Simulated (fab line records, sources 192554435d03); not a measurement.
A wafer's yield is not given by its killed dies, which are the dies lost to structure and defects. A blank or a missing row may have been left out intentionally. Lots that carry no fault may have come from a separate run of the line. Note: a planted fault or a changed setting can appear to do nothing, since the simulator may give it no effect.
Matching of chambers / flow n5-finfet / rie-diel-02 running N5_BEOL_M9_ETCH_61: 4 sister chambers
The step etches SiARC in CF4, target depth 39 nm, time 65 s. 8 wafers are shown with their chamber, then 7 later ones without.

== EACH WAFER AND ITS CHAMBER ==
wafer=L079.2; chamber=1; showerhead-plenum-p-Torr (Torr)=2.11; throttle-valve-pct (%)=15.49
wafer=L081.3; chamber=0; showerhead-plenum-p-Torr (Torr)=2.27; throttle-valve-pct (%)=15.29
wafer=L081.5; chamber=2; showerhead-plenum-p-Torr (Torr)=2.16; throttle-valve-pct (%)=15.91
wafer=L086.1; chamber=2; showerhead-plenum-p-Torr (Torr)=2.16; throttle-valve-pct (%)=15.94
wafer=L086.2; chamber=3; showerhead-plenum-p-Torr (Torr)=2.12; throttle-valve-pct (%)=15.76
wafer=L086.5; chamber=1; showerhead-plenum-p-Torr (Torr)=2.11; throttle-valve-pct (%)=15.51
wafer=L087.3; chamber=3; showerhead-plenum-p-Torr (Torr)=2.12; throttle-valve-pct (%)=15.78
wafer=L087.4; chamber=0; showerhead-plenum-p-Torr (Torr)=2.26; throttle-valve-pct (%)=15.31

== WAFERS WITHOUT THEIR CHAMBER ==
wafer=L087.6; showerhead-plenum-p-Torr (Torr)=2.11; throttle-valve-pct (%)=15.54
wafer=L089.1; showerhead-plenum-p-Torr (Torr)=2.11; throttle-valve-pct (%)=15.52
wafer=L089.2; showerhead-plenum-p-Torr (Torr)=2.26; throttle-valve-pct (%)=15.31
wafer=L089.4; showerhead-plenum-p-Torr (Torr)=2.12; throttle-valve-pct (%)=15.78
wafer=L094.1; showerhead-plenum-p-Torr (Torr)=2.12; throttle-valve-pct (%)=15.79
wafer=L094.4; showerhead-plenum-p-Torr (Torr)=2.15; throttle-valve-pct (%)=15.98
wafer=L094.6; showerhead-plenum-p-Torr (Torr)=2.26; throttle-valve-pct (%)=15.34

== EACH ONE'S CHAMBER ==
wafer=L087.6; from the rows above=1; in truth=1
wafer=L089.1; from the rows above=1; in truth=1
wafer=L089.2; from the rows above=0; in truth=0
wafer=L089.4; from the rows above=3; in truth=3
wafer=L094.1; from the rows above=3; in truth=3
wafer=L094.4; from the rows above=2; in truth=2
wafer=L094.6; from the rows above=0; in truth=0
Correct placement for 7 of the 7. Can't be placed from these rows: 0. Placed wrongly: 0.
How it was worked out, from the rows above alone: a wafer's distance from a chamber is the root of the sum, over the readings, of the square of ((its reading less the chamber's mean) divided by the reading's scatter). The wafer belongs to the nearest chamber; if the next one is less than 2 further off, it can't be placed. A chamber's mean is the mean of its shown wafers. The scatter: take each reading less its chamber's mean, square it, sum over the shown wafers, divide by the number of wafers less the number of chambers, and take the root.
